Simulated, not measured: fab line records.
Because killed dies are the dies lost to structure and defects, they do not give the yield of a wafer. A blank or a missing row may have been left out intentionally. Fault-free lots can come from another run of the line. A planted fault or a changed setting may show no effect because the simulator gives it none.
fab line records	flow nandHarc
record: lots: 24	wafers: 72	lastDay: 24
route steps=1159 shown P_ZERO_WELL@17 P_STI@87 P_GATE@200 P_CONTACT@219 P_M1@300
lots that met no fault: taken from a fault-free run of the same line
startH: start of the lot's first displayed wafer, in hours after the record's first day	waitH: hours elapsed since this lot's preceding step	" as in the row above	L1.1+2: several wafers, shown together as one row	- value missing, or start not given	* or withheld: withheld	< > ~ a bound
route shown NAME@n: NAME is a module with steps in the file, n the number in the route of the first one	usual: mean/standard deviation taken from wafers without a fault	same: alike in all rows	chamber/n: place in a boat	sites: per-site readings	_std_site: the values' standard deviation	_edge_site: outer sites' mean less inner sites'	radiusMm: for every site, how far away it sits from the centre of the wafer	mask NAME#n: copy n	behind: the most recent tool/chamber to have shaped the wafer	hold: reason for holding the lot/hours on hold/outcome of the hold	device: the transistor (n, p or np) that didn't switch	end of line: tests of these same wafers at the route's end	a step with no rows: only its recipe	killed: the dies lost at the first sort to structure and to defects; this is not the yield of the wafer	map: the dies of a wafer, with x for killed, . for not killed, _ for no die there
set.NAME: the setting as run; set.NAME@STEP: as run at that earlier step	model.NAME: the simulator's own value behind a step, which no gauge read
one table for each step of the route and one row for each wafer, over a sample of lots
services: the hour from which a tool's chamber was out of use, counted from the record's first day as startH (under 0 if before that day), plus the number of hours and why
== steps ==
step: NHARC_P_ZERO_WELL_ETCH_65
recipe: targetDepthA: 800	overetchA: 240	timeS: 87.88	ionEnergyEv: 200	n2FlowSccm: 150	h2FlowSccm: 150	arFlowSccm: 0	rfW: 400	biasW: 150	chemistry: N2/H2
usual: drypumpMotorCurrentA: 5.8/0.46	oesProductAu: 1.000/0.0079	rfVppV: 430.3/2.2	showerheadPlenumPTorr: 2.03/0.076	throttleValvePct: 14.171/0.0095
lot.wafer	tool	chamber	startH	waitH	drypumpMotorCurrentA	oesProductAu	rfHoursCounterH	rfVppV	showerheadPlenumPTorr	throttleValvePct
L074.3	rieDiel-02	3	13.48	0.1	5.9	0.991	2.3	432.8	2.17	14.178
L074.1	"	0	"	"	5.4	1.009	1.3	428.2	1.97	14.178
L074.2	"	2	"	"	5.8	1.001	1.9	431.9	2.09	14.175
L075.4	rieDiel-12	2	19.53	0.1	5.4	1.004	11.4	426.6	1.90	14.169
L075.1	"	3	"	"	6.0	1.008	11.4	430.8	2.07	14.165
L075.3	"	1	"	"	5.2	1.001	10.1	432.1	2.07	14.173
L076.3	rieDiel-02	3	25.49	0.1	6.0	1.010	2.7	433.5	2.17	14.173
L076.5	"	1	"	"	6.4	0.988	-	430.4	2.07	14.185
L076.6	"	2	"	"	5.9	1.011	-	431.7	2.09	14.176
L077.2	rieDiel-03	0	31.48	0.1	6.1	1.012	11.7	429.9	1.99	14.190
L077.5	"	0	"	"	6.1	1.000	-	428.9	1.99	14.161
L077.6	"	1	"	"	5.0	1.020	-	433.5	2.13	14.165
L078.4	rieDiel-02	3	37.47	0.1	5.9	1.004	3.0	434.6	2.17	14.193
L078.1	"	0	"	"	5.4	1.002	2.2	427.6	1.97	14.165
L078.5	"	2	"	"	5.8	1.004	-	432.5	2.09	14.158
L079.4	rieDiel-12	2	43.49	0.1	5.4	1.001	0.8	427.6	1.90	14.167
L079.3	"	3	"	"	5.9	1.001	0.6	431.2	2.07	14.177
L079.2	"	0	"	"	6.5	0.996	0.8	428.2	1.97	14.166
L080.3	rieDiel-12	1	49.48	0.1	5.2	0.991	1.9	431.0	2.07	14.170
L080.4	"	2	"	"	5.4	0.991	1.4	426.2	1.90	14.169
L080.2	"	3	"	"	6.0	0.999	1.1	429.6	2.07	14.179
L081.2	rieDiel-12	3	55.50	0.1	6.0	1.005	1.4	431.9	2.07	14.155
L081.4	"	0	"	"	6.5	1.000	1.9	428.6	1.97	14.163
L081.1	"	1	"	"	5.2	0.993	2.2	431.2	2.07	14.179
L082.3	rieDiel-12	0	61.48	0.1	6.5	0.987	2.2	428.1	1.97	14.172
L082.4	"	1	"	"	5.2	0.991	2.7	431.0	2.07	14.163
L082.2	"	2	"	"	5.4	0.987	2.2	428.3	1.90	14.159
L083.1	rieDiel-02	0	67.57	0.1	5.5	1.010	3.9	430.7	1.97	14.181
L083.2	"	3	"	"	5.9	0.994	5.1	433.4	2.17	14.167
L083.4	"	3	"	"	5.9	1.007	-	433.5	2.17	14.183
L084.2	rieDiel-02	3	73.56	0.1	5.9	1.003	5.8	431.9	2.17	14.170
L084.5	"	1	"	"	6.4	0.989	-	430.6	2.07	14.177
L084.4	"	3	"	"	5.9	1.005	-	433.9	2.17	14.163
L085.3	rieDiel-12	1	79.48	0.1	5.2	0.999	3.9	431.3	2.07	14.167
L085.1	"	2	"	"	5.4	1.002	3.4	428.4	1.90	14.184
L085.6	"	2	"	"	5.4	1.001	-	426.1	1.90	14.187
L086.4	rieDiel-12	3	85.39	0.1	5.9	1.006	3.1	432.1	2.07	14.181
L086.3	"	1	"	"	5.2	1.013	4.0	431.7	2.07	14.173
L086.6	"	2	"	"	5.4	0.997	-	427.2	1.90	14.161
L087.1	rieDiel-12	3	91.48	0.1	5.9	0.996	3.3	432.1	2.06	14.171
L087.2	"	0	"	"	6.5	0.997	3.8	429.0	1.97	14.186
L087.4	"	1	"	"	5.2	1.000	4.2	432.3	2.07	14.173
L088.4	rieDiel-12	0	97.58	0.1	6.5	1.003	4.4	427.3	1.97	14.175
L088.2	"	1	"	"	5.2	1.004	4.7	431.8	2.07	14.170
L088.5	"	2	"	"	5.4	1.002	-	426.8	1.90	14.181
L089.2	rieDiel-12	3	103.50	0.1	5.9	1.001	3.7	431.9	2.07	14.171
L089.3	"	0	"	"	6.5	0.997	4.5	429.5	1.97	14.182
L089.4	"	2	"	"	5.4	1.003	4.1	425.5	1.90	14.182
L090.3	rieDiel-03	1	109.51	0.1	5.0	1.007	4.6	431.8	2.13	14.176
L090.5	"	1	"	"	5.0	0.994	-	434.3	2.13	14.165
L090.6	"	3	"	"	6.1	0.990	-	430.9	2.08	14.144
L091.3	rieDiel-12	3	115.51	0.1	6.0	1.005	5.3	431.1	2.06	14.176
L091.4	"	1	"	"	5.2	1.009	-	432.4	2.07	14.158
L091.5	"	0	"	"	6.5	1.006	-	428.4	1.97	14.173
L092.2	rieDiel-03	0	121.52	0.1	6.1	0.990	4.9	429.7	1.99	14.158
L092.1	"	2	"	"	5.8	1.002	4.1	431.3	2.04	14.164
L092.6	"	3	"	"	6.1	0.987	-	431.5	2.08	14.168
L093.3	rieDiel-02	0	127.49	0.1	5.4	1.017	6.6	429.2	1.97	14.171
L093.4	"	1	"	"	6.4	0.989	9.3	431.4	2.07	14.161
L093.5	"	1	"	"	6.4	0.992	-	431.7	2.07	14.171
L094.4	rieDiel-03	0	133.48	0.1	6.1	1.003	5.9	428.6	1.99	14.177
L094.3	"	3	"	"	6.1	0.998	5.9	430.2	2.08	14.172
L094.6	"	0	"	"	6.1	0.996	-	428.2	1.99	14.176
L095.4	rieDiel-12	3	139.35	0.1	5.9	0.997	6.9	432.6	2.06	14.197
L095.1	"	2	"	"	5.4	0.985	6.5	424.8	1.90	14.189
L095.6	"	0	"	"	6.5	0.999	-	429.1	1.97	14.161
L096.1	rieDiel-02	1	145.38	0.1	6.3	0.981	10.0	430.8	2.06	14.169
L096.3	"	2	"	"	5.8	0.999	9.5	431.1	2.09	14.154
L096.4	"	3	"	"	5.9	1.010	10.7	435.3	2.17	14.168
L097.3	rieDiel-12	0	151.55	0.1	6.5	0.994	8.7	428.3	1.97	14.164
L097.4	"	1	"	"	5.2	0.997	8.8	431.9	2.07	14.172
L097.1	"	3	"	"	5.9	1.000	8.4	431.7	2.06	14.175
step: NHARC_P_STI_DESCUM_14
recipe: timeS: 3	o2FlowSccm: 200	arFlowSccm: 0	biasPowerW: 0	chemistry: O2
usual: drypumpMotorCurrentA: 5.7/0.36	oesProductAu: 0.999/0.0063	rfVppV: 57.7/0.89	showerheadPlenumPTorr: 1.88/0.064	throttleValvePct: 11.311/0.0094
lot.wafer	tool	chamber	startH	waitH	drypumpMotorCurrentA	oesProductAu	rfHoursCounterH	rfVppV	showerheadPlenumPTorr	throttleValvePct
L074.3	rieDiel-10	2	37.83	-	6.5	1.003	1.2	58.0	1.88	11.314
L074.1	"	3	"	"	5.9	0.994	1.3	56.5	1.92	11.295
L074.2	"	0	"	"	5.6	0.995	1.3	57.8	1.93	11.312
L075.1	rieDiel-01	1	38.00	-	5.5	1.004	1.8	58.3	1.92	11.328
L075.3	"	3	"	"	5.4	0.998	1.3	58.7	1.86	11.309
L075.4	"	0	"	"	5.5	1.013	1.7	56.6	1.81	11.305
L076.3	rieDiel-01	0	50.84	-	5.5	1.008	2.0	57.6	1.81	11.316
L076.5	"	1	"	"	5.5	0.997	-	58.5	1.92	11.301
L076.6	"	2	"	"	5.7	0.999	-	58.4	1.89	11.317
L077.2	rieDiel-01	3	50.99	-	5.4	1.003	1.7	57.5	1.86	11.322
L077.6	"	0	"	"	5.6	1.010	-	59.2	1.81	11.311
L077.5	"	1	"	"	5.5	0.997	-	57.3	1.92	11.323
L078.4	rieDiel-06	2	60.66	-	5.9	0.993	11.5	56.9	1.79	11.321
L078.1	"	0	"	"	6.3	0.993	9.7	57.0	1.81	11.309
L078.5	"	2	"	"	5.9	0.994	-	58.1	1.79	11.318
L079.3	rieDiel-10	2	66.87	-	6.5	1.003	2.0	57.6	1.88	11.308
L079.2	"	3	"	"	5.9	1.002	2.3	58.8	1.92	11.292
L079.4	"	0	"	"	5.6	0.997	2.3	58.4	1.93	11.311
L080.2	rieDiel-01	0	73.95	-	5.6	1.007	2.9	56.9	1.81	11.309
L080.3	"	2	"	"	5.7	0.996	2.7	58.9	1.89	11.310
L080.4	"	3	"	"	5.4	1.002	2.5	56.9	1.86	11.317
L081.1	rieDiel-10	3	74.12	-	5.9	0.990	2.7	57.5	1.92	11.304
L081.4	"	0	"	"	5.6	1.000	2.7	56.6	1.93	11.311
L081.2	"	1	"	"	6.2	1.008	2.4	58.7	1.96	11.314
L082.4	rieDiel-01	1	83.32	-	5.5	0.996	3.0	57.9	1.92	11.314
L082.2	"	2	"	"	5.7	1.000	2.8	57.3	1.89	11.312
L082.3	"	3	"	"	5.4	0.999	2.6	57.1	1.86	11.292
L083.4	rieDiel-01	2	91.18	-	5.7	0.989	3.0	57.2	1.89	11.316
L083.1	"	0	"	"	5.6	0.995	3.2	56.3	1.81	11.320
L083.2	"	1	"	"	5.5	0.993	3.2	57.0	1.92	11.305
L084.4	rieDiel-06	1	96.94	-	5.2	1.004	1.6	57.4	1.80	11.298
L084.2	"	3	"	"	5.4	0.994	1.4	59.1	2.01	11.308
L084.5	"	1	"	"	5.2	0.993	-	56.3	1.80	11.307
L085.1	rieDiel-06	3	104.38	-	5.4	1.001	2.2	58.2	2.01	11.309
L085.3	"	0	"	"	6.3	0.995	2.4	57.8	1.81	11.314
L085.6	"	2	"	"	5.9	1.003	-	56.0	1.79	11.339
L086.4	rieDiel-01	0	107.52	-	5.5	1.004	3.6	57.8	1.81	11.313
L086.3	"	3	"	"	5.5	0.994	3.2	57.9	1.86	11.302
L086.6	"	1	"	"	5.5	0.990	-	57.3	1.92	11.317
L087.1	rieDiel-06	0	114.97	-	6.3	0.996	3.6	56.3	1.81	11.312
L087.4	"	1	"	"	5.2	1.009	3.8	57.8	1.79	11.331
L087.2	"	3	"	"	5.4	1.005	3.4	59.3	2.01	11.331
L088.2	rieDiel-10	3	119.75	-	5.9	0.993	4.1	59.3	1.92	11.308
L088.4	"	1	"	"	6.2	1.000	3.8	58.2	1.96	11.305
L088.5	"	0	"	"	5.6	0.992	-	57.8	1.93	11.310
L089.2	rieDiel-10	3	126.90	-	5.9	0.997	4.6	57.6	1.92	11.314
L089.4	"	0	"	"	5.6	0.998	4.4	57.1	1.93	11.307
L089.3	"	2	"	"	6.5	1.002	4.3	59.0	1.88	11.295
L090.3	rieDiel-01	3	131.10	-	5.4	0.993	3.7	56.3	1.86	11.330
L090.5	"	3	"	"	5.4	0.997	-	58.2	1.86	11.329
L090.6	"	0	"	"	5.6	1.006	-	55.8	1.81	11.308
L091.3	rieDiel-06	2	141.86	-	5.9	1.000	4.8	58.2	1.79	11.305
L091.4	"	3	"	"	5.4	0.997	4.8	59.1	2.01	11.322
L091.5	"	1	"	"	5.2	0.995	-	57.9	1.79	11.317
L092.2	rieDiel-10	1	142.03	-	6.2	0.999	4.7	57.5	1.96	11.319
L092.1	"	2	"	"	6.5	0.994	4.8	57.5	1.88	11.302
L092.6	"	1	"	"	6.2	1.005	-	57.0	1.96	11.312
L093.3	rieDiel-01	0	149.40	-	5.6	0.991	0.1	57.9	1.81	11.300
L093.4	"	1	"	"	5.5	1.010	0.1	56.1	1.92	11.303
L093.5	"	2	"	"	5.7	0.999	-	58.0	1.89	11.314
L094.3	rieDiel-06	1	155.23	-	5.2	1.004	5.6	56.4	1.79	11.314
L094.4	"	3	"	"	5.4	1.001	5.8	57.1	2.01	11.298
L094.6	"	1	"	"	5.2	1.004	-	57.5	1.79	11.320
L095.4	rieDiel-06	2	161.20	-	5.9	0.989	6.3	57.6	1.79	11.305
L095.1	"	0	"	"	6.3	1.002	6.2	58.2	1.81	11.307
L095.6	"	3	"	"	5.4	1.007	-	58.8	2.01	11.313
L096.3	rieDiel-01	1	170.04	-	5.5	1.005	0.7	58.1	1.92	11.321
L096.4	"	2	"	"	5.7	1.013	0.6	57.4	1.89	11.307
L096.1	"	3	"	"	5.4	1.007	0.6	57.1	1.86	11.320
L097.3	rieDiel-01	3	170.21	-	5.4	0.985	0.6	57.6	1.86	11.307
L097.1	"	0	"	"	5.5	1.006	0.7	56.9	1.81	11.324
L097.4	"	1	"	"	5.5	0.997	0.7	58.2	1.92	11.307
step: NHARC_P_GATE_CD_MEAS_91
recipe: targetCdNm: 2000	landingEnergyEv: 500
usual: cdNm: 2000.1/1.6
lot.wafer	tool	chamber	startH	waitH	cdNm
L075.1	cdSem-03	0	106.19	-	1997.4
L075.3	"	0	"	"	1999.7
L075.4	"	0	"	"	1999.8
L074.1	cdSem-01	0	107.72	-	2001.8
L074.2	"	0	"	"	2001.7
L074.3	"	0	"	"	2002.6
L077.2	cdSem-02	0	118.25	-	2002.2
L077.5	"	0	"	"	2000.9
L077.6	"	0	"	"	2000.7
L076.3	cdSem-01	0	118.57	-	2001.5
L076.5	"	0	"	"	2001.0
L076.6	"	0	"	"	2000.4
L078.1	cdSem-01	0	128.68	-	1998.8
L078.4	"	0	"	"	2001.0
L078.5	"	0	"	"	2000.7
L079.2	cdSem-03	0	130.66	-	2000.9
L079.3	"	0	"	"	2002.0
L079.4	"	0	"	"	2001.5
L080.2	cdSem-01	0	146.33	-	1998.4
L080.3	"	0	"	"	1997.4
L080.4	"	0	"	"	1998.6
L081.1	cdSem-02	0	147.93	-	1998.2
L081.2	"	0	"	"	1998.6
L081.4	"	0	"	"	1997.1
L082.2	cdSem-01	0	154.23	-	1999.9
L082.3	"	0	"	"	2001.0
L082.4	"	0	"	"	1999.9
L083.1	cdSem-01	0	161.02	-	2000.6
L083.2	"	0	"	"	2000.2
L083.4	"	0	"	"	2002.0
L084.2	cdSem-01	0	169.25	-	1996.3
L084.4	"	0	"	"	1998.5
L084.5	"	0	"	"	2000.9
L086.3	cdSem-01	0	181.90	-	1997.6
L086.4	"	0	"	"	1998.9
L086.6	"	0	"	"	1997.7
L085.1	cdSem-03	0	182.56	-	1998.6
L085.3	"	0	"	"	1999.5
L085.6	"	0	"	"	1999.1
L088.2	cdSem-01	0	182.78	-	1998.7
L088.4	"	0	"	"	1998.4
L088.5	"	0	"	"	1997.3
L087.1	cdSem-01	0	188.34	-	1999.8
L087.2	"	0	"	"	2000.7
L087.4	"	0	"	"	1999.4
L089.2	cdSem-02	0	195.23	-	2001.3
L089.3	"	0	"	"	2002.5
L089.4	"	0	"	"	2003.4
L090.3	cdSem-02	0	195.85	-	2002.9
L090.5	"	0	"	"	2003.5
L090.6	"	0	"	"	2001.7
L092.1	cdSem-03	0	208.79	-	2001.7
L092.2	"	0	"	"	2001.6
L092.6	"	0	"	"	2003.6
L091.3	cdSem-03	0	209.24	-	2000.8
L091.4	"	0	"	"	2003.2
L091.5	"	0	"	"	2002.2
L093.3	cdSem-03	0	213.64	-	1999.9
L093.4	"	0	"	"	1999.4
L093.5	"	0	"	"	1998.3
L094.3	cdSem-02	0	224.27	-	1999.3
L094.4	"	0	"	"	2001.3
L094.6	"	0	"	"	1998.6
L095.1	cdSem-02	0	229.03	-	1999.3
L095.4	"	0	"	"	1999.9
L095.6	"	0	"	"	2002.6
L097.1	cdSem-01	0	237.18	-	1998.9
L097.3	"	0	"	"	1999.1
L097.4	"	0	"	"	1999.4
L096.1	cdSem-03	0	237.56	-	1999.3
L096.3	"	0	"	"	2001.4
L096.4	"	0	"	"	2000.0
step: NHARC_P_CONTACT_CMP_01
recipe: targetThkNm: 200	material: SiO2
usual: motorCurrentA: 12.5/1.3
lot.wafer	tool	chamber	startH	waitH	motorCurrentA
L075.4	cmp-02	1	110.35	-	9.6
L075.3	"	2	"	"	13.4
L075.1	"	3	"	"	12.7
L074.2	cmp-03	3	111.80	-	11.5
L074.1	"	1	"	"	13.4
L074.3	"	2	"	"	13.4
L077.2	cmp-03	1	122.50	-	13.8
L077.6	"	0	"	"	12.7
L077.5	"	1	"	"	14.0
L076.3	cmp-02	0	122.72	-	12.0
L076.6	"	1	"	"	9.8
L076.5	"	2	"	"	13.4
L078.1	cmp-01	1	132.73	-	13.7
L078.4	"	3	"	"	12.5
L078.5	"	2	"	"	13.3
L079.2	cmp-03	0	134.69	-	12.4
L079.3	"	1	"	"	13.7
L079.4	"	2	"	"	13.5
L080.2	cmp-03	3	150.87	-	11.8
L080.4	"	0	"	"	12.9
L080.3	"	1	"	"	13.9
L081.4	cmp-01	3	151.86	-	12.2
L081.1	"	0	"	"	12.1
L081.2	"	2	"	"	12.8
L082.4	cmp-01	2	158.57	-	12.6
L082.3	"	3	"	"	12.1
L082.2	"	0	"	"	12.2
L083.1	cmp-01	1	164.91	-	14.0
L083.2	"	2	"	"	12.7
L083.4	"	3	"	"	13.6
L084.2	cmp-02	3	173.37	-	12.8
L084.4	"	0	"	"	12.1
L084.5	"	0	"	"	12.5
L086.4	cmp-02	0	185.77	-	12.2
L086.3	"	2	"	"	13.2
L086.6	"	1	"	"	9.9
L085.1	cmp-02	0	186.71	-	12.4
L085.3	"	3	"	"	13.4
L085.6	"	1	"	"	10.0
L088.2	cmp-02	1	188.05	-	10.0
L088.4	"	2	"	"	13.1
L088.5	"	0	"	"	12.4
L087.4	cmp-01	1	192.21	-	14.2
L087.1	"	2	"	"	13.4
L087.2	"	0	"	"	12.0
L089.2	cmp-03	0	199.29	-	12.9
L089.3	"	1	"	"	14.4
L089.4	"	2	"	"	13.1
L090.3	cmp-01	0	200.62	-	12.0
L090.5	"	0	"	"	12.0
L090.6	"	1	"	"	13.9
L092.2	cmp-03	1	213.02	-	14.4
L092.1	"	3	"	"	12.1
L092.6	"	1	"	"	13.8
L091.4	cmp-02	3	213.60	-	12.4
L091.3	"	0	"	"	12.1
L091.5	"	2	"	"	13.3
L093.4	cmp-03	1	217.72	-	13.1
L093.3	"	0	"	"	12.7
L093.5	"	1	"	"	13.7
L094.3	cmp-03	2	228.16	-	12.4
L094.4	"	0	"	"	12.6
L094.6	"	2	"	"	13.0
L095.4	cmp-01	1	232.91	-	14.4
L095.1	"	0	"	"	11.9
L095.6	"	1	"	"	13.6
L097.1	cmp-02	0	241.05	-	11.9
L097.3	"	1	"	"	9.8
L097.4	"	3	"	"	13.3
L096.3	cmp-02	3	241.46	-	13.2
L096.1	"	0	"	"	12.7
L096.4	"	1	"	"	9.4
step: NHARC_P_CONTACT_DEGAS_38
recipe: tempC: 300	timeS: 60
usual: heaterPowerW: 447/27
lot.wafer	tool	chamber	startH	waitH	heaterPowerW
L075.3	pvdSputter-01	-	112.85	-	423
L075.1	"	-	"	"	405
L075.4	"	-	"	"	490
L074.1	pvdSputter-02	-	114.67	-	423
L074.2	"	-	"	"	425
L074.3	"	-	"	"	447
L077.2	pvdSputter-01	-	124.99	-	402
L077.5	"	-	"	"	415
L077.6	"	-	"	"	442
L076.3	pvdSputter-03	-	125.25	-	472
L076.6	"	-	"	"	482
L076.5	"	-	"	"	473
L078.4	pvdSputter-01	-	135.51	-	404
L078.1	"	-	"	"	447
L078.5	"	-	"	"	410
L079.4	pvdSputter-02	-	137.48	-	433
L079.3	"	-	"	"	421
L079.2	"	-	"	"	424
L080.3	pvdSputter-01	-	153.35	-	406
L080.4	"	-	"	"	430
L080.2	"	-	"	"	413
L081.1	pvdSputter-02	-	154.48	-	413
L081.2	"	-	"	"	428
L081.4	"	-	"	"	430
L082.4	pvdSputter-02	-	161.42	-	438
L082.2	"	-	"	"	435
L082.3	"	-	"	"	422
L083.2	pvdSputter-02	-	167.46	-	430
L083.4	"	-	"	"	429
L083.1	"	-	"	"	432
L084.2	pvdSputter-01	-	175.89	-	426
L084.4	"	-	"	"	495
L084.5	"	-	"	"	463
L086.4	pvdSputter-01	-	188.40	-	421
L086.3	"	-	"	"	419
L086.6	"	-	"	"	414
L085.1	pvdSputter-03	-	189.33	-	486
L085.3	"	-	"	"	457
L085.6	"	-	"	"	475
L088.2	pvdSputter-02	-	190.69	-	449
L088.4	"	-	"	"	436
L088.5	"	-	"	"	436
L087.2	pvdSputter-01	-	194.81	-	448
L087.4	"	-	"	"	504
L087.1	"	-	"	"	411
L089.4	pvdSputter-03	-	201.77	-	465
L089.2	"	-	"	"	470
L089.3	"	-	"	"	478
L090.3	pvdSputter-03	-	203.23	-	493
L090.6	"	-	"	"	472
L090.5	"	-	"	"	470
L092.1	pvdSputter-03	-	215.54	-	468
L092.2	"	-	"	"	471
L092.6	"	-	"	"	474
L091.4	pvdSputter-01	-	216.11	-	458
L091.3	"	-	"	"	413
L091.5	"	-	"	"	413
L093.3	pvdSputter-01	-	220.35	-	433
L093.4	"	-	"	"	507
L093.5	"	-	"	"	415
L094.4	pvdSputter-03	-	230.79	-	474
L094.3	"	-	"	"	475
L094.6	"	-	"	"	490
L095.4	pvdSputter-01	-	235.54	-	424
L095.1	"	-	"	"	448
L095.6	"	-	"	"	429
L097.1	pvdSputter-03	-	243.69	-	451
L097.3	"	-	"	"	482
L097.4	"	-	"	"	473
L096.3	pvdSputter-02	-	244.04	-	460
L096.1	"	-	"	"	455
L096.4	"	-	"	"	441
step: NHARC_P_M1_ETCH_15
recipe: targetDepthA: 1825	timeS: 91.2	c4f8FlowSccm: withheld	arFlowSccm: 400	rfW: 600	biasW: 300	chemistry: C4F8/Ar
usual: oesProductAu: 0.953/0.021	rfVppV: 439.6/2.4
lot.wafer	tool	chamber	startH	waitH	oesProductAu	rfHoursCounterH	rfVppV
L075.1	rieDiel-01	2	-	-	0.925	4	439.5
L075.4	"	3	"	"	0.923	3	437.9
L075.3	"	0	"	"	0.927	4	436.5
L074.3	rieDiel-06	3	-	-	0.971	4	443.3
L074.1	"	0	"	"	0.936	4	437.5
L074.2	"	1	"	"	0.946	4	438.2
L077.2	rieDiel-03	0	-	-	0.971	6	439.2
L077.5	"	2	"	"	0.957	-	440.3
L077.6	"	3	"	"	0.970	-	441.2
L076.3	rieDiel-01	3	-	-	0.920	4	440.0
L076.5	"	1	"	"	0.921	-	439.4
L076.6	"	2	"	"	0.912	-	440.8
L078.1	rieDiel-03	3	-	-	0.961	6	441.4
L078.4	"	1	"	"	0.971	7	442.4
L078.5	"	0	"	"	0.964	-	439.3
L079.2	rieDiel-06	0	-	-	0.984	5	436.8
L079.4	"	1	"	"	0.967	5	435.6
L079.3	"	3	"	"	0.988	5	441.8
L080.4	rieDiel-06	0	-	-	0.967	6	437.7
L080.3	"	1	"	"	0.965	6	437.6
L080.2	"	3	"	"	0.973	7	444.7
L081.4	rieDiel-06	1	-	-	0.977	6	436.4
L081.2	"	2	"	"	0.947	6	435.7
L081.1	"	3	"	"	0.985	7	443.1
L082.2	rieDiel-06	2	-	-	0.955	7	435.7
L082.4	"	3	"	"	0.974	7	443.6
L082.3	"	1	"	"	0.952	6	437.1
L083.1	rieDiel-03	2	-	-	0.941	7	441.3
L083.2	"	3	"	"	0.929	8	441.6
L083.4	"	1	"	"	0.921	8	442.9
L084.2	rieDiel-06	2	-	-	0.924	8	437.3
L084.4	"	1	"	"	0.924	8	436.8
L084.5	"	2	"	"	0.929	-	436.1
L086.3	rieDiel-01	1	-	-	0.945	1	439.9
L086.6	"	3	"	"	0.949	-	439.8
L086.4	"	0	"	"	0.959	-	437.6
L085.1	rieDiel-03	0	-	-	0.925	10	440.2
L085.3	"	2	"	"	0.934	9	439.5
L085.6	"	3	"	"	0.932	-	442.0
L088.2	rieDiel-01	1	-	-	0.959	2	441.2
L088.4	"	3	"	"	0.961	-	438.5
L088.5	"	0	"	"	0.965	-	438.0
L087.2	rieDiel-01	0	-	-	0.983	2	437.1
L087.4	"	1	"	"	0.977	2	442.3
L087.1	"	3	"	"	0.963	1	438.0
L089.3	rieDiel-06	0	-	-	0.966	10	438.1
L089.2	"	3	"	"	0.954	11	443.9
L089.4	"	2	"	"	0.961	-	437.1
L090.3	rieDiel-03	1	-	-	0.921	10	443.4
L090.6	"	2	"	"	0.924	-	440.9
L090.5	"	3	"	"	0.912	-	442.1
L092.1	rieDiel-06	1	-	-	0.963	11	437.6
L092.2	"	2	"	"	0.957	12	436.5
L092.6	"	2	"	"	0.957	-	436.9
L091.3	rieDiel-03	2	-	-	0.972	1	441.5
L091.4	"	1	"	"	0.973	1	444.6
L091.5	"	2	"	"	0.968	-	440.5
L093.3	rieDiel-06	2	-	-	0.964	12	436.2
L093.4	"	2	"	"	0.961	-	435.4
L093.5	"	0	"	"	0.967	-	436.1
L094.4	rieDiel-03	1	-	-	0.975	1	442.7
L094.3	"	3	"	"	0.959	1	442.5
L094.6	"	1	"	"	0.979	-	444.5
L095.4	rieDiel-03	1	-	-	0.959	1	442.7
L095.1	"	2	"	"	0.971	1	440.4
L095.6	"	3	"	"	0.971	-	441.3
L097.3	rieDiel-06	2	-	-	0.978	0	437.4
L097.4	"	3	"	"	0.949	0	444.2
L097.1	"	0	"	"	0.951	0	438.6
L096.4	rieDiel-01	2	-	-	0.924	2	440.6
L096.1	"	3	"	"	0.931	3	438.0
L096.3	"	1	"	"	0.932	3	440.2
== services ==
tool	chamber	startH	hours	kind
rieDiel-01	-	-10.31	1.7	repair
rieDiel-03	-	4.40	4.2	repair
rieDiel-03	-	8.95	2.2	repair
rieDiel-01	3	19.86	5.4	repair
rieDiel-12	-	25.40	9.0	pm
cmp-02	-	31.49	4.0	pm
rieDiel-03	-	38.40	9.0	pm
cmp-02	-	56.76	1.1	repair
rieDiel-03	2	58.16	3.6	repair
rieDiel-06	-	64.25	9.0	pm
pvdSputter-01	-	70.18	1.1	repair
rieDiel-03	2	107.75	3.3	repair
rieDiel-12	2	113.53	3.2	repair
rieDiel-12	0	130.88	4.4	repair
rieDiel-01	-	137.80	9.0	pm
pvdSputter-01	-	158.05	10.0	pm
rieDiel-06	-	176.75	0.8	repair
rieDiel-01	2	194.47	7.1	repair
rieDiel-06	1	201.22	9.3	repair
rieDiel-12	-	202.40	9.0	pm
rieDiel-12	2	213.05	9.5	repair
rieDiel-03	-	215.40	9.0	pm
rieDiel-06	3	231.52	7.3	repair
rieDiel-06	-	241.25	9.0	pm
== key ==
fault none
